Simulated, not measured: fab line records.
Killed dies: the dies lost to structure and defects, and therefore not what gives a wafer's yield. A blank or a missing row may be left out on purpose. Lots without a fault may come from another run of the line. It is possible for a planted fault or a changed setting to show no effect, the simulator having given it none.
Lot-split experiment ; flow n5 finfet ; on a route of 1938 steps: 7 lots, 21 wafers read

== ABOUT THE SPLIT ==
At N5_BEOL_M0_TRENCH_ETCH_107 (etches SiOC in C4F6/O2, target depth 32.8 nm, time 16.4 s), the setting target depth a was moved away from the recipe's 328 angstrom on 7 of the 21 wafers read, by -10.4% to +11.1%. The other wafers ran this setting at the recipe's value.

== THE PATH FROM SPLIT TO READING: the file shows 1 step between them ==
- N5_BEOL_M0_STRIP_142: strips in N2/H2, time 10 s

== THE READING ==
trench depth nm, in nm, at N5_BEOL_M0_OCD_MEAS_108. Fault-free wafers of this fab line usually give 32.7 nm, standard deviation 0.66 nm.

wafer;tool, chamber at the split;target depth a as run, angstrom;against the recipe;trench depth nm, nm;against lot-mates on the recipe
L075.1;rie diel-04, 2;328;recipe;32.9;-
L075.3;rie diel-04, 3;328;recipe;33.8;-
L075.6;rie diel-04, 3;328;recipe;33.0;-
L079.2;rie diel-04, 1;328;recipe;32.0;-
L079.3;rie diel-04, 0;328;recipe;32.6;-
L079.5;rie diel-04, 0;296.9;-9.5%;29.3;-3.0
L082.1;rie diel-04, 1;328;recipe;31.5;-
L082.2;rie diel-04, 3;309.7;-5.6%;31.2;-0.3
L082.5;rie diel-04, 2;309.7;-5.6%;30.8;-0.7
L083.2;rie diel-01, 0;328;recipe;32.5;-
L083.3;rie diel-01, 3;364.5;+11.1%;37.2;+4.7
L083.4;rie diel-01, 1;364.5;+11.1%;36.8;+4.3
L086.2;rie diel-04, 2;328;recipe;33.0;-
L086.5;rie diel-04, 2;293.9;-10.4%;28.6;-4.2
L086.6;rie diel-04, 3;328;recipe;32.6;-
L092.2;rie diel-02, 0;328;recipe;32.9;-
L092.5;rie diel-02, 2;328;recipe;32.3;-
L092.6;rie diel-02, 0;328;recipe;32.7;-
L097.2;rie diel-02, 3;328;recipe;33.6;-
L097.4;rie diel-02, 3;328;recipe;34.1;-
L097.5;rie diel-02, 1;354.1;+8.0%;35.4;+1.5

FIT RESULTS
A straight line over all 21 wafers: trench depth nm changes by +0.37 nm for each +1% of target depth a; r = +0.96; the points scatter about the line by 0.6 nm.
The same after taking each lot's own level away (the mean of its wafers on the recipe; 21 wafers): +0.333 nm for each +1%; r = +0.94; scatter 0.63 nm.
According to that fit, moving target depth a by its largest amount changes the reading by 3.7 nm.
The span of the lots' own levels, 31.50 to 33.85 nm, comes to 3.6 times the standard deviation stated above.
Hence the slope depends on the lot-to-lot level, as the two fits are not the same.
Check: +3.52 nm against its lot-mates is what the line predicts for one of the wafers moved furthest among these (+11.1%) when that wafer is left out of the fit. It came out at +4.7 nm against them.

== OTHER SPLITS APPLIED TO THESE WAFERS ==
Other splits were also applied to these wafers ahead of the reading. Each is held against what the fit with the lots' levels taken away leaves over:
other split on the same wafers;wafers away from the commonest value;r with trench depth nm (lot level and that fit taken away)
N5_HKMG_FIN_COAT_43 spin rpm;4;-0.45
N5_MOL_CONTACT_COAG_ETCH_15 source w;7;+0.20
N5_MOL_CONTACT_COAG_ETCH_110 bias w;3;-0.14
N5_MOL_CONTACT_COAG_COAT_62 spin rpm;3;+0.18
N5_MOL_CONTACT_COAG_EXPOSE_37 dose mj;6;+0.08

== THE WHOLE CHAIN: every reading that the file lists as answering this split, in the file's order ==
step;what it does;reading;change (the file's fit);r (the file's)
N5_BEOL_M0_TRENCH_ETCH_107;etches SiOC in C4F6/O2, target depth 32.8 nm, time 16.4 s;BEOL_M0.feature depth nm (the simulator's own value, which no gauge read);+0.313 nm for each +1% of the setting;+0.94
N5_BEOL_M0_OCD_MEAS_108;;trench depth nm;+0.329 nm for each +1% of the setting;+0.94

== THE FILE'S OWN FIT ==
trench depth nm changes by +0.329 nm for each +1% of target depth a, r = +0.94.
